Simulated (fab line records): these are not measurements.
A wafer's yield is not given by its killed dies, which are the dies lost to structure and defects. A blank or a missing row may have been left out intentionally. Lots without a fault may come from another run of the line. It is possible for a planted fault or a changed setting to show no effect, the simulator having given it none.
Chamber matching || flow n5Finfet || 4 sister chambers for N5_ZERO_LAYER_DESCUM_16 on rieDiel-02
The step chemistry O2, time 7.9 s. 30 wafers are shown with their chamber, then 12 later ones without.

WAFERS PAIRED WITH THEIR CHAMBERS
{"wafer": "L076.1", "chamber": 1, "showerheadPlenumPTorr (Torr)": 2.01, "drypumpMotorCurrentA (A)": 6.0, "throttleValvePct (%)": 19.90}
{"wafer": "L076.2", "chamber": 3, "showerheadPlenumPTorr (Torr)": 2.19, "drypumpMotorCurrentA (A)": 5.5, "throttleValvePct (%)": 20.25}
{"wafer": "L076.4", "chamber": 2, "showerheadPlenumPTorr (Torr)": 2.07, "drypumpMotorCurrentA (A)": 5.9, "throttleValvePct (%)": 20.41}
{"wafer": "L078.2", "chamber": 2, "showerheadPlenumPTorr (Torr)": 2.07, "drypumpMotorCurrentA (A)": 5.9, "throttleValvePct (%)": 20.42}
{"wafer": "L078.3", "chamber": 1, "showerheadPlenumPTorr (Torr)": 2.01, "drypumpMotorCurrentA (A)": 6.0, "throttleValvePct (%)": 19.93}
{"wafer": "L078.5", "chamber": 2, "showerheadPlenumPTorr (Torr)": 2.07, "drypumpMotorCurrentA (A)": 5.9, "throttleValvePct (%)": 20.42}
{"wafer": "L080.1", "chamber": 0, "showerheadPlenumPTorr (Torr)": 2.11, "drypumpMotorCurrentA (A)": 5.0, "throttleValvePct (%)": 20.43}
{"wafer": "L080.2", "chamber": 3, "showerheadPlenumPTorr (Torr)": 2.18, "drypumpMotorCurrentA (A)": 5.5, "throttleValvePct (%)": 20.24}
{"wafer": "L080.4", "chamber": 2, "showerheadPlenumPTorr (Torr)": 2.07, "drypumpMotorCurrentA (A)": 5.9, "throttleValvePct (%)": 20.43}
{"wafer": "L081.2", "chamber": 3, "showerheadPlenumPTorr (Torr)": 2.18, "drypumpMotorCurrentA (A)": 5.5, "throttleValvePct (%)": 20.27}
{"wafer": "L081.3", "chamber": 1, "showerheadPlenumPTorr (Torr)": 2.00, "drypumpMotorCurrentA (A)": 6.0, "throttleValvePct (%)": 19.93}
{"wafer": "L081.6", "chamber": 1, "showerheadPlenumPTorr (Torr)": 2.00, "drypumpMotorCurrentA (A)": 6.0, "throttleValvePct (%)": 19.93}
{"wafer": "L082.1", "chamber": 2, "showerheadPlenumPTorr (Torr)": 2.07, "drypumpMotorCurrentA (A)": 5.9, "throttleValvePct (%)": 20.43}
{"wafer": "L082.2", "chamber": 1, "showerheadPlenumPTorr (Torr)": 2.00, "drypumpMotorCurrentA (A)": 6.0, "throttleValvePct (%)": 19.95}
{"wafer": "L082.6", "chamber": 3, "showerheadPlenumPTorr (Torr)": 2.18, "drypumpMotorCurrentA (A)": 5.5, "throttleValvePct (%)": 20.27}
{"wafer": "L083.1", "chamber": 1, "showerheadPlenumPTorr (Torr)": 2.00, "drypumpMotorCurrentA (A)": 6.0, "throttleValvePct (%)": 19.92}
{"wafer": "L083.2", "chamber": 2, "showerheadPlenumPTorr (Torr)": 2.07, "drypumpMotorCurrentA (A)": 5.9, "throttleValvePct (%)": 20.44}
{"wafer": "L083.5", "chamber": 1, "showerheadPlenumPTorr (Torr)": 2.00, "drypumpMotorCurrentA (A)": 6.0, "throttleValvePct (%)": 19.93}
{"wafer": "L085.1", "chamber": 1, "showerheadPlenumPTorr (Torr)": 2.00, "drypumpMotorCurrentA (A)": 6.0, "throttleValvePct (%)": 19.93}
{"wafer": "L085.3", "chamber": 0, "showerheadPlenumPTorr (Torr)": 2.11, "drypumpMotorCurrentA (A)": 5.1, "throttleValvePct (%)": 20.46}
{"wafer": "L085.5", "chamber": 0, "showerheadPlenumPTorr (Torr)": 2.11, "drypumpMotorCurrentA (A)": 5.1, "throttleValvePct (%)": 20.44}
{"wafer": "L086.1", "chamber": 1, "showerheadPlenumPTorr (Torr)": 2.00, "drypumpMotorCurrentA (A)": 6.0, "throttleValvePct (%)": 19.94}
{"wafer": "L086.4", "chamber": 0, "showerheadPlenumPTorr (Torr)": 2.11, "drypumpMotorCurrentA (A)": 5.1, "throttleValvePct (%)": 20.45}
{"wafer": "L086.5", "chamber": 2, "showerheadPlenumPTorr (Torr)": 2.07, "drypumpMotorCurrentA (A)": 5.9, "throttleValvePct (%)": 20.47}
{"wafer": "L088.1", "chamber": 2, "showerheadPlenumPTorr (Torr)": 2.07, "drypumpMotorCurrentA (A)": 5.9, "throttleValvePct (%)": 20.45}
{"wafer": "L088.3", "chamber": 3, "showerheadPlenumPTorr (Torr)": 2.18, "drypumpMotorCurrentA (A)": 5.5, "throttleValvePct (%)": 20.28}
{"wafer": "L088.6", "chamber": 2, "showerheadPlenumPTorr (Torr)": 2.07, "drypumpMotorCurrentA (A)": 5.9, "throttleValvePct (%)": 20.45}
{"wafer": "L089.3", "chamber": 0, "showerheadPlenumPTorr (Torr)": 2.11, "drypumpMotorCurrentA (A)": 5.0, "throttleValvePct (%)": 20.46}
{"wafer": "L089.4", "chamber": 3, "showerheadPlenumPTorr (Torr)": 2.18, "drypumpMotorCurrentA (A)": 5.5, "throttleValvePct (%)": 20.29}
{"wafer": "L089.6", "chamber": 0, "showerheadPlenumPTorr (Torr)": 2.11, "drypumpMotorCurrentA (A)": 5.1, "throttleValvePct (%)": 20.46}

SIGNATURES (means of the wafers above)
{"reading": "showerheadPlenumPTorr", "chamber 0": 2.1100, "chamber 1": 2.0022, "chamber 2": 2.0700, "chamber 3": 2.1817, "scatter within a chamber": 0.00303}
{"reading": "drypumpMotorCurrentA", "chamber 0": 5.067, "chamber 1": 6.000, "chamber 2": 5.900, "chamber 3": 5.500, "scatter within a chamber": 0.0226}
{"reading": "throttleValvePct", "chamber 0": 20.4500, "chamber 1": 19.9289, "chamber 2": 20.4356, "chamber 3": 20.2667, "scatter within a chamber": 0.0162}
Rule: distance of a wafer from a chamber = root of the sum over the readings of ((wafer's reading minus chamber's mean) / reading's scatter) squared. If the next closest chamber is less than 2 further off than the closest, the wafer can't be placed; otherwise it belongs to the closest. How the scatter is found: for the shown wafers, subtract from each reading the mean of its chamber, square and add these, divide the total by (wafers less chambers), then take the root.

WAFERS WITH NO CHAMBER GIVEN
{"wafer": "L090.4", "showerheadPlenumPTorr (Torr)": 2.00, "drypumpMotorCurrentA (A)": 6.0, "throttleValvePct (%)": 19.97}
{"wafer": "L090.5", "showerheadPlenumPTorr (Torr)": 2.18, "drypumpMotorCurrentA (A)": 5.5, "throttleValvePct (%)": 20.28}
{"wafer": "L090.6", "showerheadPlenumPTorr (Torr)": 2.11, "drypumpMotorCurrentA (A)": 5.0, "throttleValvePct (%)": 20.46}
{"wafer": "L092.2", "showerheadPlenumPTorr (Torr)": 2.06, "drypumpMotorCurrentA (A)": 5.9, "throttleValvePct (%)": 20.48}
{"wafer": "L092.4", "showerheadPlenumPTorr (Torr)": 2.00, "drypumpMotorCurrentA (A)": 6.0, "throttleValvePct (%)": 19.95}
{"wafer": "L092.5", "showerheadPlenumPTorr (Torr)": 2.00, "drypumpMotorCurrentA (A)": 6.0, "throttleValvePct (%)": 19.95}
{"wafer": "L095.1", "showerheadPlenumPTorr (Torr)": 2.06, "drypumpMotorCurrentA (A)": 5.9, "throttleValvePct (%)": 20.47}
{"wafer": "L095.3", "showerheadPlenumPTorr (Torr)": 1.99, "drypumpMotorCurrentA (A)": 6.0, "throttleValvePct (%)": 19.96}
{"wafer": "L095.5", "showerheadPlenumPTorr (Torr)": 2.10, "drypumpMotorCurrentA (A)": 5.1, "throttleValvePct (%)": 20.47}
{"wafer": "L096.2", "showerheadPlenumPTorr (Torr)": 2.17, "drypumpMotorCurrentA (A)": 5.5, "throttleValvePct (%)": 20.30}
{"wafer": "L096.4", "showerheadPlenumPTorr (Torr)": 2.10, "drypumpMotorCurrentA (A)": 5.0, "throttleValvePct (%)": 20.46}
{"wafer": "L096.6", "showerheadPlenumPTorr (Torr)": 2.17, "drypumpMotorCurrentA (A)": 5.5, "throttleValvePct (%)": 20.30}

THE CHAMBER EACH PASSED THROUGH
{"wafer": "L090.4", "from the rows above": 1, "in truth": 1}
{"wafer": "L090.5", "from the rows above": 3, "in truth": 3}
{"wafer": "L090.6", "from the rows above": 0, "in truth": 0}
{"wafer": "L092.2", "from the rows above": 2, "in truth": 2}
{"wafer": "L092.4", "from the rows above": 1, "in truth": 1}
{"wafer": "L092.5", "from the rows above": 1, "in truth": 1}
{"wafer": "L095.1", "from the rows above": 2, "in truth": 2}
{"wafer": "L095.3", "from the rows above": 1, "in truth": 1}
{"wafer": "L095.5", "from the rows above": 0, "in truth": 0}
{"wafer": "L096.2", "from the rows above": 3, "in truth": 3}
{"wafer": "L096.4", "from the rows above": 0, "in truth": 0}
{"wafer": "L096.6", "from the rows above": 3, "in truth": 3}
Correctly placed: 12 of 12. Left unplaced by these rows: 0. 0 placed wrongly.
